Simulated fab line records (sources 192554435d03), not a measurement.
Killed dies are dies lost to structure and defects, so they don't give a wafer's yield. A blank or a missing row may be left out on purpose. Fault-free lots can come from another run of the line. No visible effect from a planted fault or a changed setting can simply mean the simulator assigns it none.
Split-lot trial	flow n5Finfet	7 lots, 18 wafers read, on a route of 1938 steps

== ON THE SPLIT ==
At N5_BEOL_M2_SPUTTER_86 (material Cu, target thk 4.5 nm, time 8.29 s), the setting timeS was moved away from the recipe's 8.29 s on 8 of the 18 wafers read, by -14.9% to +14.0%. This setting was run at the recipe's value on the other wafers.

Reading taken at the split's own step.

== THE READING ==
Cu_of_BEOL_M2_SPUTTER_86.thkNm (the simulator's own value, which no gauge read), in nm, at N5_BEOL_M2_SPUTTER_86 (material Cu, target thk 4.5 nm, time 8.29 s). The file does not state a usual value for it. The 10 wafers here that ran the recipe average 4.5 nm, standard deviation 0.1 nm.

wafer	tool, chamber at the split	timeS as run, s	against the recipe	Cu_of_BEOL_M2_SPUTTER_86.thkNm, nm	against lot-mates on the recipe
L081.1	pvdSputter-01, -	8.29	recipe	4.4	-
L081.2	pvdSputter-01, -	8.29	recipe	4.4	-
L083.1	pvdSputter-01, -	8.29	recipe	4.4	-
L083.2	pvdSputter-01, -	9.45	+14.0%	5.2	+0.7
L083.5	pvdSputter-01, -	8.29	recipe	4.6	-
L084.1	pvdSputter-01, -	8.29	recipe	4.6	-
L084.5	pvdSputter-01, -	8.29	recipe	4.6	-
L084.6	pvdSputter-01, -	8.29	recipe	4.6	-
L086.2	pvdSputter-01, -	7.961	-4.0%	4.2	no lot-mate on the recipe
L086.3	pvdSputter-01, -	7.961	-4.0%	4.2	no lot-mate on the recipe
L088.1	pvdSputter-03, -	7.056	-14.9%	3.8	-0.8
L088.6	pvdSputter-03, -	7.056	-14.9%	3.8	-0.8
L088.3	pvdSputter-03, -	8.29	recipe	4.6	-
L091.4	pvdSputter-01, -	7.741	-6.6%	4.2	-0.2
L091.6	pvdSputter-01, -	7.741	-6.6%	4.2	-0.2
L091.5	pvdSputter-01, -	8.29	recipe	4.4	-
L093.1	pvdSputter-02, -	7.553	-8.9%	4	-0.4
L093.5	pvdSputter-02, -	8.29	recipe	4.4	-

FIT RESULTS
A straight line over all 18 wafers: Cu_of_BEOL_M2_SPUTTER_86.thkNm changes by +0.049 nm for each +1% of timeS; r = +0.96; the points scatter about the line by 0.09 nm.
The same after taking each lot's own level away (the mean of its wafers on the recipe; 16 wafers): +0.05 nm for each +1%; r = +0.98; scatter 0.066 nm.
That fit puts the effect of the largest move of timeS on the reading at 0.74 nm.
Measured against the standard deviation above, the lots' own levels, which go from 4.40 to 4.60 nm, span 2.0 times it.
The two slopes are in agreement: the lot-to-lot level therefore moves the slope only a little.
Check: -0.705 nm against its lot-mates is what the line predicts for one of the wafers moved furthest among these (-14.9%) when that wafer is left out of the fit. Against them it came out at -0.8 nm.

== THE OTHER SPLITS THESE WAFERS WENT THROUGH ==
These wafers also went through other splits before the reading. Each is held against what the fit with the lots' levels taken away leaves over:
other split on the same wafers	wafers away from the commonest value	r with Cu_of_BEOL_M2_SPUTTER_86.thkNm (lot level and that fit taken away)
N5_BEOL_M1_COAT_73 tempC	6	+0.51
N5_BEOL_M1_DEP_57 timeS	8	-0.29

== FILE'S OWN FIT ==
Cu_of_BEOL_M2_SPUTTER_86.thkNm changes by +0.0494 nm for each +1% of timeS, r = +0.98.
